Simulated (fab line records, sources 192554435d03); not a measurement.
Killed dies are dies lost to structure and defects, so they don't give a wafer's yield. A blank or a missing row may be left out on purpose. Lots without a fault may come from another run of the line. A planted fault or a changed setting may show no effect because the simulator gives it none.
Split-lot experiment | flow n5_finfet | 7 lots, 21 wafers read, on a route of 1938 steps

THE SPLIT
At N5_BEOL_M7_HM_DEP_02 (deposits TiN, target thk 20 nm), the setting target_thk_a was moved away from the recipe's 200 angstrom on 5 of the 21 wafers read, by -13.2% to +11.6%. The other wafers ran this setting at the recipe's value.

FROM THE SPLIT TO THE READING: what the file shows between them, 8 steps
- N5_BEOL_M7_COAT_59: time 60 s, resist thk 100 nm
- N5_BEOL_M7_COAT_60: time 60 s, resist thk 35 nm
- N5_BEOL_M7_STRIP_68: strips in N2/H2
- N5_BEOL_M7_STRIP_67: strips in CF4
- N5_BEOL_M7_HM_OPEN_17: chemistry Cl2/BCl3, target TiN, target depth 20 nm, overetch 6 nm
- N5_BEOL_M7_STRIP_19: strips in O2
- N5_BEOL_M7_STRIP_76: strips in C4F6/O2
- N5_BEOL_M7_STRIP_36: strips in N2/H2

THE READING
TiN_of_BEOL_M7_HM_DEP_02.thk_nm (the simulator's own value, which no gauge read), in nm, at N5_BEOL_M7_TRENCH_ETCH_37 (etches SiCOH lowk in C4F6/O2, target depth 93.478 nm, time 31.2 s). The file gives no usual value for it. The 16 wafers here that ran the recipe average 17.3 nm, standard deviation 0.17 nm.

wafer  | tool, chamber at the split | target_thk_a as run, angstrom | against the recipe | TiN_of_BEOL_M7_HM_DEP_02.thk_nm, nm | against lot-mates on the recipe
L074.1 | pvd_sputter-02, -          | 200                           | recipe             | 17.2                                | -
L074.2 | pvd_sputter-02, -          | 200                           | recipe             | 17                                  | -
L074.3 | pvd_sputter-02, -          | 223.2                         | +11.6%             | 19.6                                | +2.5
L076.1 | pvd_sputter-02, -          | 200                           | recipe             | 17.2                                | -
L076.2 | pvd_sputter-02, -          | 200                           | recipe             | 17.4                                | -
L076.6 | pvd_sputter-02, -          | 191.8                         | -4.1%              | 16.2                                | -1.1
L083.3 | pvd_sputter-03, -          | 200                           | recipe             | 17.6                                | -
L083.4 | pvd_sputter-03, -          | 200                           | recipe             | 17.6                                | -
L083.5 | pvd_sputter-03, -          | 176.4                         | -11.8%             | 15.2                                | -2.4
L089.1 | pvd_sputter-03, -          | 200                           | recipe             | 17.4                                | -
L089.4 | pvd_sputter-03, -          | 200                           | recipe             | 17.4                                | -
L089.5 | pvd_sputter-03, -          | 200                           | recipe             | 17.4                                | -
L092.1 | pvd_sputter-03, -          | 200                           | recipe             | 17.2                                | -
L092.4 | pvd_sputter-03, -          | 200                           | recipe             | 17.4                                | -
L092.6 | pvd_sputter-03, -          | 200                           | recipe             | 17.4                                | -
L095.1 | pvd_sputter-02, -          | 200                           | recipe             | 17.4                                | -
L095.3 | pvd_sputter-02, -          | 200                           | recipe             | 17.4                                | -
L095.4 | pvd_sputter-02, -          | 200                           | recipe             | 17                                  | -
L096.2 | pvd_sputter-02, -          | 173.7                         | -13.2%             | 14.2                                | -3.0
L096.4 | pvd_sputter-02, -          | 173.7                         | -13.2%             | 14.6                                | -2.6
L096.5 | pvd_sputter-02, -          | 200                           | recipe             | 17.2                                | -

THE FIT
A straight line over all 21 wafers: TiN_of_BEOL_M7_HM_DEP_02.thk_nm changes by +0.208 nm for each +1% of target_thk_a; r = +0.98; the points scatter about the line by 0.21 nm.
The same after taking each lot's own level away (the mean of its wafers on the recipe; 21 wafers): +0.213 nm for each +1%; r = +0.99; scatter 0.13 nm.
On that fit, the largest move of target_thk_a shifts the reading by 2.8 nm.
The lots' own levels span 17.10 to 17.60 nm, that is 2.9 times the standard deviation above.
So the lot-to-lot level changes the slope little: the two slopes agree.
Check: with one of the wafers moved furthest among these (-13.2%) left out of the fit, the line predicts -2.72 nm for it against its lot-mates. It came out at -3 nm against them.

OTHER SPLITS ON THESE WAFERS
These wafers also went through other splits before the reading. Each is held against what the fit with the lots' levels taken away leaves over:
other split on the same wafers | wafers away from the commonest value | r with TiN_of_BEOL_M7_HM_DEP_02.thk_nm (lot level and that fit taken away)
N5_BEOL_M6_ETCH_66 source_w    | 9                                    | +0.31
N5_BEOL_M7_ILD_DEP_00 time_s   | 8                                    | -0.06

THE WHOLE CHAIN: every reading that the file lists as answering this split, in the file's order
step                      | what it does                                                      | reading                                                                          | change (the file's fit)               | r (the file's)
N5_BEOL_M7_HM_DEP_02      | deposits TiN, target thk 20 nm                                    | TiN_of_BEOL_M7_HM_DEP_02.thk_nm (the simulator's own value, which no gauge read) | +0.199 nm for each +1% of the setting | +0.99
N5_BEOL_M7_HM_OPEN_17     | chemistry Cl2/BCl3, target TiN, target depth 20 nm, overetch 6 nm | etch.depth_nm (the simulator's own value, which no gauge read)                   | +0.207 nm for each +1% of the setting | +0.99
N5_BEOL_M7_TRENCH_ETCH_37 | etches SiCOH lowk in C4F6/O2, target depth 93.478 nm, time 31.2 s | TiN_of_BEOL_M7_HM_DEP_02.thk_nm (the simulator's own value, which no gauge read) | +0.213 nm for each +1% of the setting | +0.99

THE FILE'S OWN FIT
TiN_of_BEOL_M7_HM_DEP_02.thk_nm changes by +0.213 nm for each +1% of target_thk_a, r = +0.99.
